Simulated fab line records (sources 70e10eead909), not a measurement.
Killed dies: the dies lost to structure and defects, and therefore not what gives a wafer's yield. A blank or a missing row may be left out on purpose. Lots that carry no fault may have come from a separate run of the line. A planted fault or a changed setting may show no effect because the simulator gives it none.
fab line records	flow nand_harc
record lots=24	wafers=72	last_day=27
route steps=1159 shown A_CONTACT@955 A_M0@1011 A_M1@1036 A_BONDPAD@1083
lots untouched by any fault: they come from a run of this same line in which no faults occurred
start_h: the number of hours between the record's first day and the start of the first shown wafer of the lot	wait_h: hours from the lot's prior step to this one	" unchanged from the row above	L1.1+2: several wafers, shown together as one row	- no value, or no start was given	* or withheld: withheld	< > ~ a bound
route shown NAME@n: a module of which the file shows steps, and the number in the route of the first	usual: mean and standard deviation over wafers with no fault	same: alike in all rows	chamber/n: place in a boat	sites: the reading at each site	_std_site: standard deviation of those values	_edge_site: the outer-site mean with the inner-site mean subtracted	radius_mm: for every site, how far away it sits from the centre of the wafer	mask NAME#n: copy n	behind: the last tool/chamber to shape the wafer	hold: why the lot went on hold/how many hours it stayed there/how the hold came to an end	device: the transistor (n, p or np) that didn't switch	end of line: the tests these same wafers got at the end of their route	a step with no rows: only its recipe	killed: at the first sort, the dies lost to defects and structure; wafer yield is something else	map: shows each die of a wafer: x if killed, . if not, _ if none is there
set.NAME: the setting the step ran with; set.NAME@STEP: the setting that earlier step ran with	model.NAME: the simulator's own value behind a step, which no gauge read
steps of the route over a sample of lots; a table a step, a row a wafer
services: the hour from which a tool's chamber was out of use, counted from the record's first day as start_h (under 0 if before that day), plus the number of hours and why
## steps
# step NHARC_A_CONTACT_ETCH_110
# recipe target_depth_a=500	overetch_a=50	time_s=27.5	ion_energy_ev=100	cf4_flow_sccm=80	o2_flow_sccm=20	ar_flow_sccm=0	rf_w=300	bias_w=100	chemistry=CF4/O2
# usual drypump_motor_current_A=5.6/0.33	mfc_ar_sccm=0.009/0.01	oes_product_au=1.001/0.0076	rf_vpp_V=197.3/1.4	showerhead_plenum_p_Torr=1.31/0.05	throttle_valve_pct=13.396/0.0088
lot.wafer	tool	chamber	start_h	wait_h	drypump_motor_current_A	mfc_ar_sccm	oes_product_au	rf_hours_counter_h	rf_vpp_V	showerhead_plenum_p_Torr	throttle_valve_pct
L074.1	rie_diel-04	3	393.35	0.1	4.9	0.004	0.998	18	199.1	1.34	13.407
L074.6	"	2	"	"	5.6	0.019	0.994	-	197.0	1.31	13.398
L074.5	"	3	"	"	4.9	0.004	0.987	-	198.0	1.34	13.381
L075.2	rie_diel-04	2	425.48	0.1	5.6	0.019	1.005	20	197.5	1.31	13.401
L075.3	"	3	"	"	5.0	0.004	0.991	21	196.3	1.34	13.382
L075.6	"	1	"	"	5.8	0.016	1.008	-	199.0	1.32	13.387
L076.4	rie_diel-04	1	429.11	0.1	5.9	0.016	0.995	21	198.1	1.32	13.403
L076.1	"	2	"	"	5.6	0.019	0.981	21	196.4	1.31	13.390
L076.3	"	0	"	"	5.6	0.027	0.991	22	196.0	1.25	13.393
L077.4	rie_diel-11	2	435.13	0.1	5.8	0.012	1.009	19	196.2	1.30	13.381
L077.1	"	3	"	"	5.8	0	1.003	19	196.4	1.29	13.398
L077.6	"	2	"	"	5.8	0.012	1.012	-	197.7	1.30	13.400
L079.4	rie_diel-13	0	440.99	0.1	5.4	0	0.992	53	198.0	1.35	13.390
L079.5	"	1	"	"	5.3	0.027	0.992	-	196.5	1.29	13.403
L079.6	"	2	"	"	5.7	0	0.997	-	196.1	1.25	13.390
L078.4	rie_diel-11	2	446.47	0.1	5.8	0.012	1.011	24	196.4	1.30	13.404
L078.1	"	3	"	"	5.7	0	1.021	23	196.5	1.29	13.405
L078.5	"	2	"	"	5.8	0.012	1.008	-	196.5	1.30	13.398
L083.3	rie_diel-11	0	497.43	0.1	5.5	0	1.008	38	195.8	1.24	13.405
L083.6	"	3	"	"	5.7	0	1.023	-	198.8	1.29	13.404
L083.5	"	0	"	"	5.5	0	1.009	-	195.4	1.24	13.394
L082.2	rie_diel-11	0	497.66	0.2	5.5	0	1.005	38	195.3	1.24	13.395
L082.4	"	2	"	"	5.8	0.012	0.998	40	196.9	1.29	13.401
L082.6	"	0	"	"	5.5	0	1.009	-	196.9	1.24	13.394
L084.1	rie_diel-13	0	506.92	0.0	5.4	0	1.007	12	197.5	1.35	13.400
L084.3	"	3	"	"	6.5	0	0.999	19	200.3	1.43	13.394
L084.5	"	0	"	"	5.4	0	1.005	-	198.1	1.35	13.392
L088.2	rie_diel-04	3	507.22	0.4	5.0	0.004	1.004	7	198.1	1.34	13.413
L088.6	"	1	"	"	5.9	0.016	1.002	-	198.4	1.32	13.408
L088.5	"	2	"	"	5.6	0.019	1.003	-	197.0	1.31	13.395
L085.4	rie_diel-11	1	512.99	0.1	5.7	0	0.987	46	197.8	1.33	13.413
L085.5	"	2	"	"	5.7	0.012	0.989	-	198.1	1.29	13.401
L085.6	"	3	"	"	5.7	0	1.015	-	197.8	1.29	13.401
L080.2	rie_diel-11	0	514.19	0.1	5.5	0	1.002	44	197.1	1.24	13.402
L080.1	"	1	"	"	5.7	0	1.009	46	199.2	1.33	13.382
L080.4	"	3	"	"	5.7	0	1.005	45	195.7	1.29	13.388
L081.4	rie_diel-13	0	519.28	0.1	5.4	0	1.003	18	198.7	1.35	13.411
L081.2	"	1	"	"	5.3	0.027	0.999	24	197.8	1.29	13.390
L081.3	"	3	"	"	6.5	0	1.005	24	200.8	1.43	13.399
L086.4	rie_diel-13	3	523.53	0.1	6.5	0	1.009	27	198.4	1.43	13.382
L086.2	"	2	"	"	5.7	0	1.007	28	195.8	1.24	13.404
L086.6	"	0	"	"	5.4	0	1.007	-	199.0	1.34	13.405
L089.2	rie_diel-13	0	526.13	0.1	5.4	0	1.000	21	198.5	1.34	13.413
L089.3	"	2	"	"	5.7	0	0.994	29	197.4	1.24	13.394
L089.6	"	0	"	"	5.4	0	0.995	-	197.0	1.34	13.390
L087.4	rie_diel-11	0	526.26	0.1	5.5	0	0.999	49	195.5	1.24	13.397
L087.6	"	0	"	"	5.5	0	0.994	-	195.6	1.24	13.402
L087.5	"	1	"	"	5.7	0	0.996	-	197.8	1.33	13.401
L091.1	rie_diel-11	0	527.41	0.1	5.5	0	1.005	49	195.0	1.24	13.407
L091.3	"	1	"	"	5.7	0	1.002	50	197.4	1.33	13.399
L091.4	"	3	"	"	5.7	0	1.010	50	196.0	1.29	13.390
L090.2	rie_diel-04	1	528.34	0.1	5.9	0.016	0.996	10	197.7	1.32	13.397
L090.1	"	2	"	"	5.6	0.019	1.001	12	198.5	1.31	13.395
L090.5	"	0	"	"	5.6	0.027	1.003	-	195.4	1.25	13.402
L092.2	rie_diel-13	3	530.71	0.1	6.5	0	1.002	29	200.5	1.43	13.412
L092.6	"	3	"	"	6.5	0	0.998	-	200.9	1.43	13.383
L092.5	"	0	"	"	5.4	0	0.990	-	198.3	1.34	13.402
L094.1	rie_diel-04	3	556.56	0.1	4.9	0.004	0.988	18	198.1	1.33	13.381
L094.6	"	0	"	"	5.5	0.027	0.998	-	195.4	1.25	13.398
L094.5	"	1	"	"	5.9	0.016	0.988	-	197.6	1.32	13.399
L093.1	rie_diel-13	1	558.41	0.1	5.4	0.027	1.003	42	198.3	1.28	13.403
L093.2	"	2	"	"	5.7	0	1.005	43	196.2	1.24	13.404
L093.5	"	0	"	"	5.4	0	1.009	-	199.0	1.34	13.387
L097.3	rie_diel-04	3	562.06	0.3	4.9	0.004	0.990	21	199.4	1.33	13.381
L097.4	"	1	"	"	5.9	0.016	0.999	19	197.3	1.32	13.390
L097.6	"	2	"	"	5.7	0.019	0.999	-	196.2	1.31	13.399
L096.2	rie_diel-11	1	562.57	0.1	5.7	0	0.999	4	198.5	1.33	13.412
L096.5	"	3	"	"	5.7	0	0.993	-	197.9	1.29	13.391
L096.6	"	0	"	"	5.5	0	0.995	-	199.6	1.45	13.405
L095.1	rie_diel-04	3	570.38	0.1	5.0	0.004	0.990	23	197.6	1.33	13.395
L095.2	"	0	"	"	5.6	0.027	1.003	25	196.2	1.24	13.381
L095.6	"	2	"	"	5.6	0.019	0.995	-	197.8	1.31	13.401
# step NHARC_A_M0_STRIP_18
# recipe power_w=1000	n2_flow_sccm=150	h2_flow_sccm=150	ar_flow_sccm=0	bias_w=0	chemistry=N2/H2
# usual drypump_motor_current_A=5.8/0.47	mfc_ar_sccm=0.008/0.013	oes_product_au=0.998/0.0068	rf_vpp_V=90.8/1.1	showerhead_plenum_p_Torr=2.05/0.084	throttle_valve_pct=14.171/0.0088
lot.wafer	tool	chamber	start_h	wait_h	drypump_motor_current_A	mfc_ar_sccm	oes_product_au	rf_hours_counter_h	rf_vpp_V	showerhead_plenum_p_Torr	throttle_valve_pct
L074.1	rie_diel-02	1	429.01	0.1	5.5	0	1.010	5	92.3	2.19	14.160
L074.6	"	0	"	"	6.0	0	1.012	-	89.6	1.99	14.170
L074.5	"	1	"	"	5.5	0	1.003	-	91.4	2.19	14.168
L075.2	rie_diel-02	1	435.40	0.1	5.5	0	1.003	6	91.1	2.19	14.175
L075.3	"	2	"	"	5.8	0.024	0.993	6	92.3	2.20	14.163
L075.6	"	1	"	"	5.5	0	1.001	-	90.8	2.19	14.166
L076.3	rie_diel-02	1	436.46	0.1	5.5	0	1.006	6	90.6	2.19	14.166
L076.1	"	2	"	"	5.8	0.024	1.001	6	91.0	2.20	14.166
L076.4	"	3	"	"	5.5	0	0.993	6	89.2	2.00	14.177
L077.4	rie_diel-05	1	442.35	0.1	6.2	0.018	0.987	4	91.0	2.02	14.162
L077.1	"	2	"	"	5.1	0	0.998	4	89.6	1.93	14.168
L077.6	"	0	"	"	5.1	0	0.997	-	90.5	2.01	14.163
L079.4	rie_diel-10	1	462.51	0.1	5.3	0	0.992	7	91.4	2.05	14.184
L079.5	"	3	"	"	6.6	0	1.006	-	90.2	1.96	14.160
L079.6	"	0	"	"	6.1	0.038	0.999	-	89.9	2.13	14.161
L078.4	rie_diel-10	3	467.84	0.1	6.5	0	0.991	7	91.1	1.96	14.176
L078.1	"	2	"	"	6.4	0	0.992	7	89.4	1.99	14.179
L078.5	"	3	"	"	6.6	0	1.009	-	91.6	1.96	14.169
L083.3	rie_diel-10	0	515.65	0.1	6.1	0.038	0.998	9	93.1	2.13	14.154
L083.5	"	1	"	"	5.3	0	0.992	-	91.0	2.05	14.155
L083.6	"	2	"	"	6.4	0	0.995	-	90.4	1.98	14.172
L082.2	rie_diel-10	2	515.90	0.1	6.4	0	0.985	13	88.9	1.98	14.170
L082.4	"	0	"	"	6.1	0.038	0.989	9	91.5	2.13	14.176
L082.6	"	1	"	"	5.3	0	1.003	-	91.4	2.05	14.175
L084.3	rie_diel-02	2	516.16	0.1	5.8	0.024	0.994	0	91.8	2.19	14.158
L084.1	"	0	"	"	6.0	0	0.993	1	89.9	1.99	14.176
L084.5	"	1	"	"	5.5	0	1.002	-	92.9	2.18	14.178
L088.2	rie_diel-05	2	516.19	0.1	5.1	0	0.998	9	89.9	1.93	14.176
L088.5	"	1	"	"	6.2	0.018	1.000	-	90.9	2.01	14.184
L088.6	"	2	"	"	5.1	0	0.992	-	90.6	1.93	14.172
L085.4	rie_diel-02	0	525.26	0.1	6.0	0	0.999	1	89.7	1.99	14.172
L085.6	"	2	"	"	5.8	0.024	1.014	-	90.6	2.20	14.163
L085.5	"	3	"	"	5.5	0	0.990	-	90.8	1.99	14.160
L080.4	rie_diel-02	2	525.74	0.1	5.8	0.024	0.998	1	91.9	2.19	14.158
L080.2	"	3	"	"	5.5	0	0.998	1	89.8	1.99	14.154
L080.1	"	0	"	"	6.0	0	0.997	1	90.8	1.99	14.184
L081.2	rie_diel-05	1	547.68	0.1	6.2	0.018	1.003	1	89.9	2.01	14.171
L081.3	"	3	"	"	5.2	0.010	1.000	1	90.2	2.06	14.177
L081.4	"	0	"	"	5.1	0	1.001	1	90.1	2.01	14.162
L086.4	rie_diel-10	2	553.84	0.1	6.4	0	0.994	1	87.4	1.98	14.174
L086.2	"	3	"	"	6.6	0	0.992	1	90.1	1.95	14.169
L086.6	"	1	"	"	5.3	0	1.008	-	89.4	2.05	14.167
L089.3	rie_diel-02	3	558.47	0.1	5.5	0	0.996	2	90.8	1.99	14.187
L089.2	"	1	"	"	5.5	0	1.003	2	91.6	2.18	14.166
L089.6	"	3	"	"	5.5	0	0.993	-	90.8	1.99	14.163
L087.4	rie_diel-10	2	561.80	0.1	6.4	0	0.984	2	91.5	1.98	14.159
L087.6	"	2	"	"	6.4	0	0.985	-	91.1	1.98	14.157
L087.5	"	3	"	"	6.6	0	0.998	-	89.6	1.95	14.173
L091.1	rie_diel-02	0	561.98	0.1	6.0	0	1.001	2	90.2	1.99	14.180
L091.4	"	1	"	"	5.5	0	1.002	2	93.0	2.18	14.178
L091.3	"	2	"	"	5.9	0.024	1.000	2	91.3	2.19	14.164
L090.1	rie_diel-10	2	562.23	0.1	6.4	0	0.989	2	89.1	1.98	14.170
L090.2	"	0	"	"	6.1	0.038	0.996	1	90.8	2.12	14.161
L090.5	"	2	"	"	6.4	0	0.990	-	89.1	1.98	14.181
L092.2	rie_diel-05	2	562.67	0.1	5.1	0	0.992	3	90.8	1.93	14.180
L092.6	"	3	"	"	5.2	0.010	1.000	-	89.7	2.05	14.173
L092.5	"	0	"	"	5.1	0	1.010	-	89.8	2.01	14.181
L094.1	rie_diel-05	2	570.49	0.1	5.1	0	0.989	3	90.3	1.93	14.175
L094.5	"	0	"	"	5.1	0	0.998	-	89.6	2.01	14.181
L094.6	"	1	"	"	6.2	0.018	0.995	-	91.4	2.01	14.192
L093.1	rie_diel-10	3	570.86	0.1	6.5	0	0.991	3	89.5	1.95	14.162
L093.2	"	2	"	"	6.4	0	0.991	3	90.1	1.98	14.162
L093.5	"	0	"	"	6.1	0.038	0.990	-	91.7	2.12	14.162
L097.4	rie_diel-10	0	573.13	0.1	6.1	0.038	1.001	3	92.1	2.12	14.182
L097.3	"	1	"	"	5.3	0	0.987	3	91.6	2.04	14.163
L097.6	"	1	"	"	5.3	0	1.002	-	89.8	2.04	14.173
L096.2	rie_diel-05	1	574.23	0.1	6.2	0.018	0.995	3	90.3	2.01	14.182
L096.5	"	1	"	"	6.2	0.018	0.999	-	89.8	2.01	14.173
L096.6	"	2	"	"	5.1	0	0.986	-	90.4	1.93	14.171
L095.1	rie_diel-02	3	582.55	0.1	5.5	0	0.990	3	89.8	1.99	14.164
L095.2	"	2	"	"	5.9	0.024	1.002	3	91.5	2.19	14.184
L095.6	"	3	"	"	5.5	0	0.995	-	91.8	1.99	14.173
# step NHARC_A_M0_PVD_21
# recipe target_thk_a=300	chamber_pressure_pa=5	power_w=5000	substrate_temp_c=30	time_s=20.49	material=Cu
# usual throttle_valve_pct=29.8/0.76
lot.wafer	tool	chamber	start_h	wait_h	throttle_valve_pct
L074.1	pvd_sputter-03	-	-	-	29.8
L074.5	"	-	"	"	29.4
L074.6	"	-	"	"	31.6
L075.3	pvd_sputter-02	-	-	-	30.8
L075.2	"	-	"	"	29.9
L075.6	"	-	"	"	30.8
L076.4	pvd_sputter-02	-	-	-	30.0
L076.1	"	-	"	"	28.7
L076.3	"	-	"	"	30.1
L077.1	pvd_sputter-02	-	-	-	30.1
L077.4	"	-	"	"	28.7
L077.6	"	-	"	"	30.0
L079.4	pvd_sputter-02	-	-	-	30.8
L079.5	"	-	"	"	30.3
L079.6	"	-	"	"	28.6
L078.4	pvd_sputter-03	-	-	-	30.4
L078.1	"	-	"	"	29.9
L078.5	"	-	"	"	30.3
L083.3	pvd_sputter-02	-	-	-	28.9
L083.6	"	-	"	"	30.0
L083.5	"	-	"	"	28.7
L082.2	pvd_sputter-03	-	-	-	29.7
L082.4	"	-	"	"	30.4
L082.6	"	-	"	"	29.7
L084.1	pvd_sputter-02	-	-	-	28.8
L084.3	"	-	"	"	30.1
L084.5	"	-	"	"	28.9
L088.2	pvd_sputter-03	-	-	-	29.7
L088.5	"	-	"	"	29.4
L088.6	"	-	"	"	28.9
L085.4	pvd_sputter-03	-	-	-	29.8
L085.5	"	-	"	"	29.7
L085.6	"	-	"	"	28.7
L080.2	pvd_sputter-03	-	-	-	30.4
L080.1	"	-	"	"	29.7
L080.4	"	-	"	"	28.5
L081.2	pvd_sputter-01	-	-	-	30.8
L081.4	"	-	"	"	30.1
L081.3	"	-	"	"	29.4
L086.4	pvd_sputter-03	-	-	-	29.7
L086.2	"	-	"	"	30.3
L086.6	"	-	"	"	29.7
L089.3	pvd_sputter-02	-	-	-	29.0
L089.2	"	-	"	"	30.1
L089.6	"	-	"	"	30.9
L087.4	pvd_sputter-03	-	-	-	29.7
L087.6	"	-	"	"	28.9
L087.5	"	-	"	"	30.6
L091.4	pvd_sputter-01	-	-	-	29.0
L091.3	"	-	"	"	30.0
L091.1	"	-	"	"	29.3
L090.1	pvd_sputter-03	-	-	-	29.6
L090.2	"	-	"	"	28.9
L090.5	"	-	"	"	29.9
L092.2	pvd_sputter-01	-	-	-	29.4
L092.5	"	-	"	"	31.4
L092.6	"	-	"	"	28.7
L094.1	pvd_sputter-03	-	-	-	29.6
L094.5	"	-	"	"	29.9
L094.6	"	-	"	"	28.9
L093.2	pvd_sputter-01	-	-	-	30.9
L093.1	"	-	"	"	28.7
L093.5	"	-	"	"	31.1
L097.4	pvd_sputter-03	-	-	-	29.5
L097.3	"	-	"	"	28.9
L097.6	"	-	"	"	29.5
L096.2	pvd_sputter-03	-	-	-	30.4
L096.5	"	-	"	"	28.4
L096.6	"	-	"	"	30.6
L095.2	pvd_sputter-03	-	-	-	29.9
L095.1	"	-	"	"	28.7
L095.6	"	-	"	"	29.7
# step NHARC_A_M1_CD_MEAS_09
# recipe target_cd_nm=120	landing_energy_ev=500
# usual cd_nm=119.9/0.57
# same landing_energy_ev=500
lot.wafer	tool	chamber	start_h	wait_h	cd_nm
L074.1	cd_sem-03	0	432.63	-	119.6
L074.5	"	0	"	"	120.4
L074.6	"	0	"	"	119.8
L075.2	cd_sem-01	0	439.29	-	121.1
L075.3	"	0	"	"	120.2
L075.6	"	0	"	"	120.4
L076.1	cd_sem-02	0	440.14	-	120.2
L076.3	"	0	"	"	120.5
L076.4	"	0	"	"	120.0
L077.1	cd_sem-01	0	445.70	-	120.0
L077.4	"	0	"	"	119.0
L077.6	"	0	"	"	119.1
L079.4	cd_sem-02	0	466.26	-	119.6
L079.5	"	0	"	"	119.5
L079.6	"	0	"	"	119.8
L078.1	cd_sem-02	0	471.60	-	119.3
L078.4	"	0	"	"	119.1
L078.5	"	0	"	"	119.1
L083.3	cd_sem-02	0	519.77	-	119.7
L083.5	"	0	"	"	119.6
L083.6	"	0	"	"	119.5
L082.2	cd_sem-01	0	519.86	-	119.6
L082.4	"	0	"	"	119.9
L082.6	"	0	"	"	119.2
L084.1	cd_sem-02	0	520.04	-	120.5
L084.3	"	0	"	"	120.1
L084.5	"	0	"	"	120.3
L088.2	cd_sem-01	0	520.80	-	119.8
L088.5	"	0	"	"	119.5
L088.6	"	0	"	"	119.4
L085.4	cd_sem-01	0	528.81	-	120.7
L085.5	"	0	"	"	120.6
L085.6	"	0	"	"	120.3
L080.1	cd_sem-03	0	529.27	-	120.0
L080.2	"	0	"	"	119.2
L080.4	"	0	"	"	119.4
L081.2	cd_sem-03	0	551.13	-	120.1
L081.3	"	0	"	"	119.6
L081.4	"	0	"	"	120.6
L086.2	cd_sem-01	0	557.31	-	119.5
L086.4	"	0	"	"	119.0
L086.6	"	0	"	"	119.6
L089.2	cd_sem-02	0	562.48	-	120.6
L089.3	"	0	"	"	119.4
L089.6	"	0	"	"	119.8
L087.4	cd_sem-02	0	566.10	-	120.2
L087.5	"	0	"	"	119.8
L087.6	"	0	"	"	120.1
L091.1	cd_sem-03	0	566.24	-	118.6
L091.3	"	0	"	"	120.1
L091.4	"	0	"	"	119.7
L090.1	cd_sem-01	0	566.45	-	120.6
L090.2	"	0	"	"	120.1
L090.5	"	0	"	"	119.9
L092.2	cd_sem-01	0	566.60	-	119.9
L092.5	"	0	"	"	120.5
L092.6	"	0	"	"	120.5
L094.1	cd_sem-02	0	574.06	-	119.7
L094.5	"	0	"	"	119.9
L094.6	"	0	"	"	120.3
L093.1	cd_sem-01	0	574.41	-	120.1
L093.2	"	0	"	"	119.4
L093.5	"	0	"	"	118.6
L097.3	cd_sem-02	0	576.68	-	121.1
L097.4	"	0	"	"	120.7
L097.6	"	0	"	"	121.6
L096.2	cd_sem-01	0	578.23	-	119.2
L096.5	"	0	"	"	119.6
L096.6	"	0	"	"	119.7
L095.1	cd_sem-01	0	586.13	-	120.0
L095.2	"	0	"	"	119.6
L095.6	"	0	"	"	119.4
# step NHARC_A_M1_THK_MEAS_24
# recipe thk_meas_gauge=xrf
# usual thk_nm=154.2/1.4
lot.wafer	tool	chamber	start_h	wait_h	thk_nm
L074.1	film_metro-01	-	435.24	-	155.8
L074.5	"	-	"	"	154.2
L074.6	"	-	"	"	154.0
L075.2	film_metro-02	-	441.90	-	154.9
L075.3	"	-	"	"	155.2
L075.6	"	-	"	"	154.9
L076.1	film_metro-02	-	442.79	-	154.0
L076.3	"	-	"	"	151.1
L076.4	"	-	"	"	154.7
L077.1	film_metro-02	-	448.33	-	155.6
L077.4	"	-	"	"	154.9
L077.6	"	-	"	"	155.8
L079.4	film_metro-01	-	468.86	-	153.9
L079.5	"	-	"	"	153.2
L079.6	"	-	"	"	154.7
L078.1	film_metro-01	-	474.27	-	155.7
L078.4	"	-	"	"	155.0
L078.5	"	-	"	"	155.2
L083.3	film_metro-01	-	522.37	-	153.3
L083.5	"	-	"	"	154.4
L083.6	"	-	"	"	155.1
L082.2	film_metro-01	-	522.58	-	152.3
L082.4	"	-	"	"	153.1
L082.6	"	-	"	"	152.5
L084.1	film_metro-01	-	522.66	-	152.8
L084.3	"	-	"	"	154.0
L084.5	"	-	"	"	152.9
L088.2	film_metro-01	-	523.47	-	155.2
L088.5	"	-	"	"	154.1
L088.6	"	-	"	"	154.5
L085.4	film_metro-01	-	531.46	-	153.5
L085.5	"	-	"	"	156.6
L085.6	"	-	"	"	157.0
L080.1	film_metro-02	-	531.93	-	154.3
L080.2	"	-	"	"	152.6
L080.4	"	-	"	"	154.9
L081.2	film_metro-02	-	553.76	-	150.6
L081.3	"	-	"	"	155.0
L081.4	"	-	"	"	154.2
L086.2	film_metro-02	-	559.93	-	154.3
L086.4	"	-	"	"	154.1
L086.6	"	-	"	"	154.0
L089.2	film_metro-01	-	565.50	-	155.5
L089.3	"	-	"	"	156.5
L089.6	"	-	"	"	153.7
L087.4	film_metro-02	-	568.81	-	151.9
L087.5	"	-	"	"	153.7
L087.6	"	-	"	"	150.5
L091.1	film_metro-01	-	568.86	-	155.9
L091.3	"	-	"	"	155.8
L091.4	"	-	"	"	153.4
L092.2	film_metro-01	-	569.23	-	154.7
L092.5	"	-	"	"	156.3
L092.6	"	-	"	"	152.9
L090.1	film_metro-02	-	569.34	-	154.5
L090.2	"	-	"	"	154.5
L090.5	"	-	"	"	154.8
L094.1	film_metro-02	-	576.84	-	156.9
L094.5	"	-	"	"	152.5
L094.6	"	-	"	"	154.8
L093.1	film_metro-02	-	577.18	-	153.5
L093.2	"	-	"	"	154.8
L093.5	"	-	"	"	154.4
L097.3	film_metro-02	-	579.28	-	154.6
L097.4	"	-	"	"	154.4
L097.6	"	-	"	"	152.5
L096.2	film_metro-02	-	580.85	-	158.2
L096.5	"	-	"	"	154.8
L096.6	"	-	"	"	153.5
L095.1	film_metro-02	-	588.77	-	155.6
L095.2	"	-	"	"	155.7
L095.6	"	-	"	"	155.3
# step NHARC_A_BONDPAD_PRE_CLEAN_26
# recipe time_s=30	temp_c=280	gas=H2/He
# usual heater_power_w=428/32
lot.wafer	tool	chamber	start_h	wait_h	heater_power_w
L074.1	pvd_sputter-03	-	-	-	391
L074.6	"	-	"	"	449
L074.5	"	-	"	"	397
L075.2	pvd_sputter-02	-	-	-	450
L075.3	"	-	"	"	385
L075.6	"	-	"	"	407
L076.1	pvd_sputter-01	-	-	-	400
L076.3	"	-	"	"	430
L076.4	"	-	"	"	457
L077.1	pvd_sputter-02	-	-	-	499
L077.4	"	-	"	"	429
L077.6	"	-	"	"	413
L079.4	pvd_sputter-03	-	-	-	388
L079.5	"	-	"	"	388
L079.6	"	-	"	"	361
L078.1	pvd_sputter-02	-	-	-	498
L078.4	"	-	"	"	416
L078.5	"	-	"	"	480
L083.3	pvd_sputter-01	-	-	-	469
L083.5	"	-	"	"	482
L083.6	"	-	"	"	414
L082.2	pvd_sputter-01	-	-	-	437
L082.4	"	-	"	"	420
L082.6	"	-	"	"	414
L084.3	pvd_sputter-02	-	-	-	389
L084.1	"	-	"	"	486
L084.5	"	-	"	"	433
L088.2	pvd_sputter-01	-	-	-	424
L088.5	"	-	"	"	474
L088.6	"	-	"	"	425
L085.4	pvd_sputter-03	-	-	-	425
L085.6	"	-	"	"	376
L085.5	"	-	"	"	365
L080.1	pvd_sputter-01	-	-	-	473
L080.2	"	-	"	"	423
L080.4	"	-	"	"	413
L081.4	pvd_sputter-01	-	-	-	476
L081.3	"	-	"	"	419
L081.2	"	-	"	"	409
L086.2	pvd_sputter-02	-	-	-	400
L086.4	"	-	"	"	480
L086.6	"	-	"	"	423
L089.3	pvd_sputter-01	-	-	-	439
L089.2	"	-	"	"	435
L089.6	"	-	"	"	419
L087.4	pvd_sputter-01	-	-	-	473
L087.6	"	-	"	"	467
L087.5	"	-	"	"	421
L091.1	pvd_sputter-01	-	-	-	478
L091.3	"	-	"	"	421
L091.4	"	-	"	"	431
L090.1	pvd_sputter-01	-	-	-	485
L090.2	"	-	"	"	433
L090.5	"	-	"	"	475
L092.2	pvd_sputter-03	-	-	-	450
L092.5	"	-	"	"	435
L092.6	"	-	"	"	379
L094.1	pvd_sputter-02	-	-	-	447
L094.5	"	-	"	"	462
L094.6	"	-	"	"	400
L093.2	pvd_sputter-01	-	-	-	467
L093.1	"	-	"	"	418
L093.5	"	-	"	"	475
L097.4	pvd_sputter-03	-	-	-	366
L097.3	"	-	"	"	434
L097.6	"	-	"	"	358
L096.2	pvd_sputter-02	-	-	-	470
L096.6	"	-	"	"	393
L096.5	"	-	"	"	450
L095.1	pvd_sputter-02	-	-	-	450
L095.2	"	-	"	"	393
L095.6	"	-	"	"	401
## services
tool	chamber	start_h	hours	kind
rie_diel-10	0	384.84	18.7	repair
rie_diel-02	0	390.65	4.1	repair
rie_diel-02	2	390.86	6.6	repair
pvd_sputter-02	-	392.00	10.0	pm
pvd_sputter-03	-	404.00	3.0	repair
pvd_sputter-01	-	404.17	4.2	repair
pvd_sputter-03	-	458.06	10.0	pm
rie_diel-10	3	462.85	1.3	repair
pvd_sputter-01	-	463.54	1.1	repair
pvd_sputter-03	-	491.92	1.0	repair
rie_diel-02	2	491.92	5.7	repair
pvd_sputter-03	-	497.98	1.0	repair
rie_diel-02	-	504.70	9.0	pm
pvd_sputter-01	-	514.00	10.0	pm
rie_diel-11	1	517.78	3.9	repair
rie_diel-02	-	518.45	0.2	repair
rie_diel-10	-	530.50	9.0	pm
rie_diel-11	0	535.52	6.0	repair
rie_diel-02	3	537.37	5.0	repair
pvd_sputter-02	-	537.91	0.5	repair
rie_diel-11	-	546.17	9.0	pm
pvd_sputter-01	-	548.86	7.2	repair
pvd_sputter-02	-	551.57	0.5	repair
pvd_sputter-02	-	570.00	10.0	pm
## key
fault none
